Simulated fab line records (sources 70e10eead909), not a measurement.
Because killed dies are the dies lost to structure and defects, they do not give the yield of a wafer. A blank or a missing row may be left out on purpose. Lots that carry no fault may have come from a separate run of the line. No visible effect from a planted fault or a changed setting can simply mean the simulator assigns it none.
fab line records + flow nandHarc
[record]
- lots = 14
- wafers = 42
- lastDay = 25
route steps=1159 shown P_BONDPAD@374 A_ZERO_WELL@408
lots that met no fault: from a run of the same line without faults
startH: start of the lot's first displayed wafer, in hours after the record's first day + waitH: hours since the lot's step before + " as in the row above + L1.1+2: a single row standing in for several wafers + - either no value or no given start + * or withheld: withheld + < > ~ a bound
route shown NAME@n: a module of which the file shows steps, and the number in the route of the first + usual: average and standard deviation across the fault-free wafers + same: alike in all rows + chamber/n: place in a boat + sites: the reading at each site + _std_site: the values' standard deviation + _edge_site: inner sites' mean taken away from outer sites' mean + radiusMm: for every site, how far away it sits from the centre of the wafer + mask NAME#n: copy n + behind: the tool/chamber that last shaped the wafer + hold: cause of the lot's hold/its duration in hours/its outcome + device: the transistor (n, p or np) that didn't switch + end of line: at the end of the route, the tests of the same wafers + for a step that has no rows: nothing shown but its recipe + killed: at the first sort, the dies lost to defects and structure; wafer yield is something else + map: dies across one wafer; x = killed, . = not, _ = none there
set.NAME: the setting as run; set.NAME@STEP: as run at that earlier step + model.NAME: the simulator's own value behind a step, which no gauge read
one table for each step of the route and one row for each wafer, over a sample of lots
services: a tool's chamber out of use, with start hour (startH, from the record's first day; less than 0 if before it), hours out, and reason
[[steps]]
[step NHARC_P_BONDPAD_DEGAS_25]
[recipe]
- tempC = 300
- timeS = 60
[usual]
- heaterPowerW = 472/28
| lot.wafer | tool          | chamber | startH | waitH | heaterPowerW |
|-----------|---------------|---------|--------|-------|--------------|
| L956.3    | pvdSputter-01 | -       | 126.91 | -     | 507          |
| L956.1    | "             | -       | "      | "     | 424          |
| L956.4    | "             | -       | "      | "     | 516          |
| L957.1    | pvdSputter-03 | -       | 139.65 | -     | 473          |
| L957.4    | "             | -       | "      | "     | 435          |
| L957.5    | "             | -       | "      | "     | 482          |
| L958.2    | pvdSputter-02 | -       | 141.28 | -     | 522          |
| L958.3    | "             | -       | "      | "     | 456          |
| L958.5    | "             | -       | "      | "     | 448          |
| L959.3    | pvdSputter-01 | -       | 154.79 | -     | 508          |
| L959.1    | "             | -       | "      | "     | 484          |
| L959.2    | "             | -       | "      | "     | 479          |
| L961.1    | pvdSputter-03 | -       | 162.56 | -     | 448          |
| L961.2    | "             | -       | "      | "     | 475          |
| L961.3    | "             | -       | "      | "     | 449          |
| L962.4    | pvdSputter-02 | -       | 174.01 | -     | 465          |
| L962.3    | "             | -       | "      | "     | 453          |
| L962.6    | "             | -       | "      | "     | 465          |
| L963.2    | pvdSputter-02 | -       | 179.17 | -     | 508          |
| L963.5    | "             | -       | "      | "     | 519          |
| L963.6    | "             | -       | "      | "     | 458          |
| L965.3    | pvdSputter-02 | -       | 189.95 | -     | 449          |
| L965.1    | "             | -       | "      | "     | 444          |
| L965.6    | "             | -       | "      | "     | 457          |
| L969.4    | pvdSputter-02 | -       | 204.16 | -     | 456          |
| L969.2    | "             | -       | "      | "     | 463          |
| L969.5    | "             | -       | "      | "     | 451          |
| L968.3    | pvdSputter-03 | -       | 205.29 | -     | 440          |
| L968.4    | "             | -       | "      | "     | 435          |
| L968.5    | "             | -       | "      | "     | 454          |
| L975.2    | pvdSputter-03 | -       | 240.80 | -     | 452          |
| L975.3    | "             | -       | "      | "     | 448          |
| L975.6    | "             | -       | "      | "     | 469          |
| L977.3    | pvdSputter-01 | -       | 255.65 | -     | 490          |
| L977.6    | "             | -       | "      | "     | 496          |
| L977.5    | "             | -       | "      | "     | 434          |
| L978.1    | pvdSputter-01 | -       | 256.73 | -     | 430          |
| L978.2    | "             | -       | "      | "     | 528          |
| L978.4    | "             | -       | "      | "     | 491          |
| L979.4    | pvdSputter-02 | -       | 271.09 | -     | 494          |
| L979.3    | "             | -       | "      | "     | 443          |
| L979.2    | "             | -       | "      | "     | 519          |
[step NHARC_P_BONDPAD_ANNEAL_28]
[recipe]
- tempC = 225
- timeS = 90
[usual]
- wafer_temp_C_max = 225.95/0.28
| lot.wafer | tool         | chamber | startH | waitH | wafer_temp_C_max |
|-----------|--------------|---------|--------|-------|------------------|
| L956.1    | rtpAnneal-02 | 0       | 127.98 | -     | 225.82           |
| L956.3    | "            | 0       | "      | "     | 225.86           |
| L956.4    | "            | 0       | "      | "     | 225.81           |
| L957.1    | rtpAnneal-02 | 0       | 140.38 | 0.3   | 225.67           |
| L957.4    | "            | 0       | "      | "     | 225.63           |
| L957.5    | "            | 0       | "      | "     | 225.59           |
| L958.2    | rtpAnneal-01 | 0       | 142.11 | -     | 226.11           |
| L958.3    | "            | 0       | "      | "     | 225.82           |
| L958.5    | "            | 0       | "      | "     | 225.79           |
| L959.1    | rtpAnneal-02 | 0       | 155.53 | 0.3   | 225.52           |
| L959.2    | "            | 0       | "      | "     | 226.04           |
| L959.3    | "            | 0       | "      | "     | 225.67           |
| L961.1    | rtpAnneal-02 | 0       | 163.33 | -     | 225.86           |
| L961.2    | "            | 0       | "      | "     | 225.98           |
| L961.3    | "            | 0       | "      | "     | 225.68           |
| L962.3    | rtpAnneal-02 | 0       | 174.85 | 0.3   | 225.69           |
| L962.4    | "            | 0       | "      | "     | 225.67           |
| L962.6    | "            | 0       | "      | "     | 225.79           |
| L963.2    | rtpAnneal-01 | 0       | 179.96 | 0.4   | 226.03           |
| L963.5    | "            | 0       | "      | "     | 226.60           |
| L963.6    | "            | 0       | "      | "     | 226.25           |
| L965.1    | rtpAnneal-01 | 0       | 190.69 | 0.3   | 226.49           |
| L965.3    | "            | 0       | "      | "     | 226.02           |
| L965.6    | "            | 0       | "      | "     | 226.16           |
| L969.2    | rtpAnneal-01 | 0       | 204.93 | -     | 226.20           |
| L969.4    | "            | 0       | "      | "     | 226.20           |
| L969.5    | "            | 0       | "      | "     | 226.15           |
| L968.3    | rtpAnneal-02 | 0       | 206.12 | 0.3   | 225.55           |
| L968.4    | "            | 0       | "      | "     | 225.92           |
| L968.5    | "            | 0       | "      | "     | 225.83           |
| L975.2    | rtpAnneal-01 | 0       | 241.59 | -     | 226.46           |
| L975.3    | "            | 0       | "      | "     | 226.24           |
| L975.6    | "            | 0       | "      | "     | 226.09           |
| L977.3    | rtpAnneal-01 | 0       | 256.50 | 0.3   | 226.09           |
| L977.5    | "            | 0       | "      | "     | 226.38           |
| L977.6    | "            | 0       | "      | "     | 225.84           |
| L978.1    | rtpAnneal-01 | 0       | 257.47 | -     | 225.87           |
| L978.2    | "            | 0       | "      | "     | 225.77           |
| L978.4    | "            | 0       | "      | "     | 226.25           |
| L979.2    | rtpAnneal-01 | 0       | 271.88 | 0.3   | 226.21           |
| L979.3    | "            | 0       | "      | "     | 226.05           |
| L979.4    | "            | 0       | "      | "     | 226.29           |
[step NHARC_A_ZERO_WELL_IMPLANT_15]
[recipe]
- energyKev = 150
- doseCm2 = 1e+13
- tiltDeg = 7
[usual]
- beamEnergyKeV = 150.00/0.045
- beamOnS = 9.98/0.19
| lot.wafer | tool         | chamber | startH | waitH | beamEnergyKeV | beamOnS |
|-----------|--------------|---------|--------|-------|---------------|---------|
| L956.1    | implanter-01 | 0       | 131.23 | 0.1   | 149.96        | 9.90    |
| L956.3    | "            | 0       | "      | "     | 149.94        | 9.82    |
| L956.4    | "            | 0       | "      | "     | 150.04        | 10.18   |
| L957.1    | implanter-01 | 0       | 143.52 | 0.1   | 150.07        | 10.31   |
| L957.4    | "            | 0       | "      | "     | 150.07        | 9.89    |
| L957.5    | "            | 0       | "      | "     | 150.07        | 10.08   |
| L958.2    | implanter-01 | 0       | 145.49 | 0.1   | 150.05        | 9.86    |
| L958.3    | "            | 0       | "      | "     | 150.02        | 9.82    |
| L958.5    | "            | 0       | "      | "     | 150.07        | 9.65    |
| L959.1    | implanter-01 | 0       | 158.64 | 0.1   | 150.08        | 10.30   |
| L959.2    | "            | 0       | "      | "     | 150.04        | 9.74    |
| L959.3    | "            | 0       | "      | "     | 150.07        | 9.98    |
| L961.1    | implanter-02 | 0       | 166.48 | 0.1   | 149.94        | 9.87    |
| L961.2    | "            | 0       | "      | "     | 150.02        | 10.16   |
| L961.3    | "            | 0       | "      | "     | 149.92        | 10.28   |
| L962.3    | implanter-01 | 0       | 177.92 | 0.1   | 150.06        | 9.71    |
| L962.4    | "            | 0       | "      | "     | 150.06        | 10.09   |
| L962.6    | "            | 0       | "      | "     | 149.96        | 9.70    |
| L963.2    | implanter-02 | 0       | 183.03 | 0.1   | 150.08        | 9.79    |
| L963.5    | "            | 0       | "      | "     | 150.06        | 9.94    |
| L963.6    | "            | 0       | "      | "     | 149.99        | 10.15   |
| L965.1    | implanter-01 | 0       | 193.90 | 0.1   | 149.92        | 10.13   |
| L965.3    | "            | 0       | "      | "     | 149.97        | 10.02   |
| L965.6    | "            | 0       | "      | "     | 150.00        | 9.73    |
| L969.2    | implanter-02 | 0       | 208.15 | 0.1   | 149.96        | 10.17   |
| L969.4    | "            | 0       | "      | "     | 149.94        | 9.96    |
| L969.5    | "            | 0       | "      | "     | 150.01        | 10.14   |
| L968.3    | implanter-01 | 0       | 209.35 | 0.1   | 150.04        | 10.13   |
| L968.4    | "            | 0       | "      | "     | 150.00        | 9.92    |
| L968.5    | "            | 0       | "      | "     | 149.99        | 10.25   |
| L975.2    | implanter-02 | -       | 244.69 | 0.1   | -             | -       |
| L975.3    | "            | -       | "      | "     | -             | -       |
| L975.6    | "            | -       | "      | "     | -             | -       |
| L977.3    | implanter-01 | -       | 259.44 | 0.1   | -             | -       |
| L977.5    | "            | -       | "      | "     | -             | -       |
| L977.6    | "            | -       | "      | "     | -             | -       |
| L978.1    | implanter-02 | 0       | 260.47 | 0.1   | 149.98        | 10.14   |
| L978.2    | "            | 0       | "      | "     | 150.02        | 9.69    |
| L978.4    | "            | 0       | "      | "     | 149.96        | 10.16   |
| L979.2    | implanter-02 | 0       | 274.99 | 0.2   | 150.05        | 9.80    |
| L979.3    | "            | 0       | "      | "     | 149.96        | 9.89    |
| L979.4    | "            | 0       | "      | "     | 150.02        | 9.83    |
[step NHARC_A_ZERO_WELL_RTA_16]
[recipe]
- tempC = 1000
- timeS = 10
[usual]
- lampPowerPct = 30.7/2.1
- lamp_zone_7_pct = 31.2/2.1
- wafer_temp_C_max = 1004.1/1.2
| lot.wafer | tool         | chamber | startH | waitH | lampPowerPct | lamp_zone_7_pct | wafer_temp_C_max |
|-----------|--------------|---------|--------|-------|--------------|-----------------|------------------|
| L956.1    | rtpAnneal-02 | 0       | 131.58 | -     | 28.2         | 28.6            | 1004.4           |
| L956.3    | "            | 0       | "      | "     | 28.2         | 28.6            | 1003.2           |
| L956.4    | "            | 0       | "      | "     | 28.1         | 28.6            | 1003.4           |
| L957.1    | rtpAnneal-01 | 0       | 143.87 | -     | 32.5         | 33.0            | 1004.3           |
| L957.4    | "            | 0       | "      | "     | 32.5         | 33.0            | 1004.8           |
| L957.5    | "            | 0       | "      | "     | 32.5         | 33.1            | 1004.2           |
| L958.2    | rtpAnneal-02 | 0       | 146.22 | -     | 28.2         | 28.7            | 1002.2           |
| L958.3    | "            | 0       | "      | "     | 28.2         | 28.7            | 1002.4           |
| L958.5    | "            | 0       | "      | "     | 28.2         | 28.7            | 1003.1           |
| L959.1    | rtpAnneal-01 | 0       | 158.99 | -     | 32.5         | 33.0            | 1006.4           |
| L959.2    | "            | 0       | "      | "     | 32.5         | 33.1            | 1004.0           |
| L959.3    | "            | 0       | "      | "     | 32.4         | 33.0            | 1003.7           |
| L961.1    | rtpAnneal-01 | 0       | 166.83 | -     | 32.5         | 33.0            | 1005.3           |
| L961.2    | "            | 0       | "      | "     | 32.6         | 33.0            | 1003.4           |
| L961.3    | "            | 0       | "      | "     | 32.5         | 33.0            | 1004.6           |
| L962.3    | rtpAnneal-01 | 0       | 178.27 | -     | 32.5         | 33.0            | 1004.0           |
| L962.4    | "            | 0       | "      | "     | 32.5         | 33.1            | 1004.4           |
| L962.6    | "            | 0       | "      | "     | 32.5         | 33.0            | 1005.9           |
| L963.2    | rtpAnneal-01 | 0       | 183.39 | -     | 32.5         | 33.0            | 1002.7           |
| L963.5    | "            | 0       | "      | "     | 32.5         | 32.9            | 1004.3           |
| L963.6    | "            | 0       | "      | "     | 32.4         | 33.0            | 1004.3           |
| L965.1    | rtpAnneal-01 | 0       | 194.24 | -     | 32.5         | 33.0            | 1004.1           |
| L965.3    | "            | 0       | "      | "     | 32.5         | 33.0            | 1006.6           |
| L965.6    | "            | 0       | "      | "     | 32.5         | 33.0            | 1005.8           |
| L969.2    | rtpAnneal-02 | 0       | 208.49 | -     | 28.2         | 28.7            | 1004.4           |
| L969.4    | "            | 0       | "      | "     | 28.3         | 28.7            | 1005.0           |
| L969.5    | "            | 0       | "      | "     | 28.2         | 28.7            | 1004.9           |
| L968.3    | rtpAnneal-01 | 0       | 209.69 | -     | 32.5         | 33.0            | 1006.0           |
| L968.4    | "            | 0       | "      | "     | 32.5         | 33.1            | 1005.2           |
| L968.5    | "            | 0       | "      | "     | 32.5         | 33.1            | 1003.0           |
| L975.2    | rtpAnneal-01 | 0       | 245.04 | -     | 32.5         | 33.0            | 1005.9           |
| L975.3    | "            | 0       | "      | "     | 32.5         | 33.0            | 1004.9           |
| L975.6    | "            | 0       | "      | "     | 32.6         | 33.1            | 1004.5           |
| L977.3    | rtpAnneal-02 | 0       | 259.79 | -     | 28.2         | 28.7            | 1001.9           |
| L977.5    | "            | 0       | "      | "     | 28.2         | 28.7            | 1003.0           |
| L977.6    | "            | 0       | "      | "     | 28.2         | 28.7            | 1003.5           |
| L978.1    | rtpAnneal-01 | 0       | 260.82 | -     | 32.5         | 33.0            | 1003.9           |
| L978.2    | "            | 0       | "      | "     | 32.5         | 33.0            | 1003.9           |
| L978.4    | "            | 0       | "      | "     | 32.5         | 33.1            | 1004.3           |
| L979.2    | rtpAnneal-02 | 0       | 275.34 | -     | 28.3         | 28.7            | 1002.4           |
| L979.3    | "            | 0       | "      | "     | 28.3         | 28.7            | 1002.7           |
| L979.4    | "            | 0       | "      | "     | 28.2         | 28.7            | 1002.6           |
[[services]]
| tool          | chamber | startH | hours | kind   |
|---------------|---------|--------|-------|--------|
| pvdSputter-03 | -       | 107.59 | 2.1   | repair |
| pvdSputter-01 | -       | 158.00 | 10.0  | pm     |
| pvdSputter-02 | -       | 214.04 | 10.0  | pm     |
| pvdSputter-01 | -       | 247.25 | 2.6   | repair |
| implanter-01  | -       | 266.00 | 13.0  | pm     |
[[key]]
[firstSign]
- step = NHARC_A_ZERO_WELL_IMPLANT_15
- reading = toolRecord
- direction = missing
effect none on later readings
metAt NHARC_A_ZERO_WELL_IMPLANT_15
struckLots L975,L977
laterRowsLeftOut L975.2,L975.3,L975.6,L977.3,L977.5,L977.6
sortLeftOut L975.2,L975.3,L975.6,L977.3,L977.5,L977.6
testerLeftOut L975,L977
notActingAt NHARC_P_BONDPAD_DEGAS_25,NHARC_P_BONDPAD_ANNEAL_28,NHARC_A_ZERO_WELL_RTA_16
onsetBetween 209.35 244.69
[fault]
- kind = skippedStepWhole
- tool = implanter-01,implanter-02
- chamber = -
- onsetH = 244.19
- steps = NHARC_A_ZERO_WELL_IMPLANT_15
- scope = struckLotsOnly
// testerLeftOut: of these lots the tester's yield and bins aren't shown, on N5 and GAA mostly nor the transistor test; their killed dies are dies lost to structure and defects alone, not to doping, threshold or leakage, so they don't give the yield
// sortLeftOut: the simulated sort isn't trusted on such a fault, so these wafers' sort isn't shown, and their yield isn't known
// laterRowsLeftOut: the simulator's readings of these wafers behind a module that went badly wrong aren't trusted and aren't shown, but for the sort
